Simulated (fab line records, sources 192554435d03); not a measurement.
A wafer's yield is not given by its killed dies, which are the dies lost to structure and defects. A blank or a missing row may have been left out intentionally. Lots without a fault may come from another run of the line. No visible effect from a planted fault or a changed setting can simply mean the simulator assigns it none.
A lot that was struck, set against a sound lot ; flow n5_finfet ; 36 steps out of a route of 1938
Sound: the wafers L282.2, L282.5, L282.6. Struck: wafer L271.4 (L271.1, L271.6, from the same lot, were not struck and are left out); the cause is given at the end.
At each step with rows: each side's tool, then ch and its chambers, then its first start. Under that, the readings that differ: sound wafers ; struck wafers ; difference of the means ; sigmas: that difference in standard deviations of wafers without a fault.
alike: readings whose means differ by less than 2 such deviations, and words and numbers that are the same on both sides. not compared: withheld readings, readings that some wafer has no value for, bounds like >300 that may hide the same value, and numbers for which the record gives no deviation and whose values overlap.
Wherever a step has rows on one side only, a row that says differs or no value, or a row with sigmas, the two part there. Numbers that have no deviation but don't overlap get no sigmas and don't part them. A reading missing from all wafers of one side parts the sides only when that side holds two or more wafers.

first, 9 steps without rows for these wafers: N5_BEOL_M4_ANNEAL_95 (time 240 s); N5_BEOL_M4_SPUTTER_96 (material Cu, target thk 4.5 nm, time 8.29 s); N5_BEOL_M4_ECD_50 (material Cu, target thk 300 nm); N5_BEOL_M4_ANNEAL_51 (time 90 s); N5_BEOL_M4_CMP_52 (polishes, stops on SiOC, t overpolish 6.8 s, target thk 40 nm); N5_BEOL_M4_PRE_CLEAN_60 (time 15 s); N5_BEOL_M4_CO_CAP_55 (material Co, precursor CCTBA/H2, target thk 2 nm, time 102.1 s); N5_BEOL_M4_PRE_CLEAN_56 (time 15 s); N5_BEOL_M4_DEP_57 (deposits SiCN from 3MS/NH3, target thk 8 nm, time 14 s).
N5_BEOL_M4_RC_MEAS_101:
  sound on prober-01 ch 0, day 13 03:39; struck on prober-02 ch 0, day 10 14:34
reading;sound;struck;difference;sigmas
SS_N (mV/dec);73.4 73.1 71.6;71.2;-1.5;-2
  alike: DIBL_N, DIBL_P, IOFF_N, IOFF_P, ION_N, ION_P, SS_P, VT_N, VT_P
then, 24 steps without rows for these wafers: N5_BEOL_M5_ILD_DEP_00 (deposits SiCOH lowk from DEMS/porogen, target thk 140.64 nm, time 25.9 s); N5_BEOL_M5_CURE_79 (cures SiCOH lowk, time 240 s); N5_BEOL_M5_PECVD_70 (deposits SiO2 from TEOS/O2, target thk 16 nm, time 18 s); N5_BEOL_M5_HM_DEP_02 (deposits TiN, target thk 20 nm); N5_BEOL_M5_COAT_59 (time 60 s, resist thk 60 nm); N5_BEOL_M5_COAT_60 (time 60 s, resist thk 12 nm); N5_BEOL_M5_COAT_71 (time 60 s, resist thk 5 nm); N5_BEOL_M5_COAT_05 (resist thk 30 nm); N5_BEOL_M5_EBR_07; N5_BEOL_M5_SOFTBAKE_06 (time 60 s); N5_BEOL_M5_EXPOSE_08 (exposes mask M5, target cd 28 nm); N5_BEOL_M5_PEB_09 (peb time 60 s); N5_BEOL_M5_DEVELOP_10 (develop time 30 s); N5_BEOL_M5_DESCUM_16 (chemistry O2, time 7 s); N5_BEOL_M5_ETCH_72 (etches underlayer in N2/H2, target depth 6.5 nm, time 5.2 s); N5_BEOL_M5_ETCH_61 (etches SiARC in CF4, target depth 15.6 nm, time 26 s); N5_BEOL_M5_ETCH_62 (etches SOC in N2/H2, target depth 75 nm, overetch 15 nm, time 112.5 s); N5_BEOL_M5_STRIP_63 (strips in N2/H2); N5_BEOL_M5_STRIP_73 (strips in N2/H2); N5_BEOL_M5_STRIP_64 (strips in CF4); N5_BEOL_M5_HM_OPEN_17 (chemistry Cl2/BCl3, target TiN, target depth 20 nm, overetch 6 nm); N5_BEOL_M5_STRIP_19 (strips in O2); N5_BEOL_M5_COAT_65 (time 60 s, resist thk 60 nm); N5_BEOL_M5_COAT_66 (time 60 s, resist thk 12 nm).
-- record jumps: 2 days separate the struck wafers' starts on either side; left off in module BEOL_M5, taken up again in module BEOL_M10, whose first shown step is the route's number 1509 --
N5_BEOL_M10_VIA_ETCH_34: etches SiCOH lowk in C4F6/O2, target depth 184.5 nm, time 69.2 s.
  sound on rie_diel-06 ch 1,3, day 15 08:44; struck on rie_diel-06 ch 2, day 12 17:19
reading;sound;struck;difference;sigmas
oes_product_au (a.u.);0.93 0.93 0.74;0.62;-0.25;-3
showerhead_plenum_p_Torr (Torr);2.77 2.77 2.83;3.01;+0.22;+2
model.etch.depth_nm (nm);186.2 185.9 185.1;133.2;-52.5;
model.SOC_of_BEOL_M10_COAT_63.thk_nm (nm);91.6 92 92;94.2;+2.3;
  alike: drypump_motor_current_A, rf_vpp_V, throttle_valve_pct
  not compared: rf_hours_counter_h
-- the record jumps here: 2 days lie between the struck wafers' starts before and after (it left off in module BEOL_M10 and takes up again in module PASSIVATION, whose first step shown is number 1936 of the route) --
N5_PASSIVATION_PROBE_49:
  the record has rows for the struck wafers here (prober-01, day 14 20:19) and none for the sound ones

## WHERE THEY PART
At N5_BEOL_M4_RC_MEAS_101 first; at N5_PASSIVATION_PROBE_49 last (within this record only).

WHY: what the simulator had put in
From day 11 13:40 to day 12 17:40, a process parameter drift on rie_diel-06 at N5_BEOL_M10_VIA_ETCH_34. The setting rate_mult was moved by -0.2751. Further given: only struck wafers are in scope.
